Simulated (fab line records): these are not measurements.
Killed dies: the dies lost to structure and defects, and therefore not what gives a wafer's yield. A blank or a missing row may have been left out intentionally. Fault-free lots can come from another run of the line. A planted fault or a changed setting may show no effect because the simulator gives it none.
Chamber matching    flow nand_harc    NHARC_A_STAIRCASE_DESCUM_291 on rie_diel-08: 4 sister chambers
The step chemistry O2, time 3 s. 4 wafers are shown with their chamber, then 10 later ones without.

EACH WAFER AND ITS CHAMBER
wafer   chamber  drypump_motor_current_A (A)
L088.4  2        6.3
L088.6  0        5.7
L090.1  3        6.4
L090.2  1        6.4

WAFERS WITHOUT THEIR CHAMBER
wafer   drypump_motor_current_A (A)
L090.3  6.2
L092.1  5.7
L092.3  6.3
L092.4  6.3
L096.1  6.3
L096.3  5.7
L096.5  6.4
L095.2  6.5
L095.4  5.6
L095.6  5.7

WHICH CHAMBER EACH WENT THROUGH
wafer   from the rows above           in truth
L090.3  can't be placed: 2 or 1 or 3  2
L092.1  0                             0
L092.3  can't be placed: 2 or 1 or 3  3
L092.4  can't be placed: 2 or 1 or 3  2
L096.1  can't be placed: 2 or 1 or 3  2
L096.3  0                             0
L096.5  can't be placed: 1 or 3 or 2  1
L095.2  can't be placed: 1 or 3 or 2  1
L095.4  0                             0
L095.6  0                             0
Correctly placed: 4 of 10. Cannot be placed on the basis of these rows: 6; the candidates contain the true chamber in 6. 0 placed wrongly.
How it was worked out, from the rows above alone: a wafer's distance from a chamber is the root of the sum, over the readings, of the square of ((its reading less the chamber's mean) divided by the reading's scatter). If the next closest chamber is less than 2 further off than the closest, the wafer can't be placed; otherwise it belongs to the closest. For every chamber, the mean is computed from those of its wafers that are shown. The scatter: root of mean squared gap, hidden wafer to nearest shown wafer, with one shown wafer a chamber.
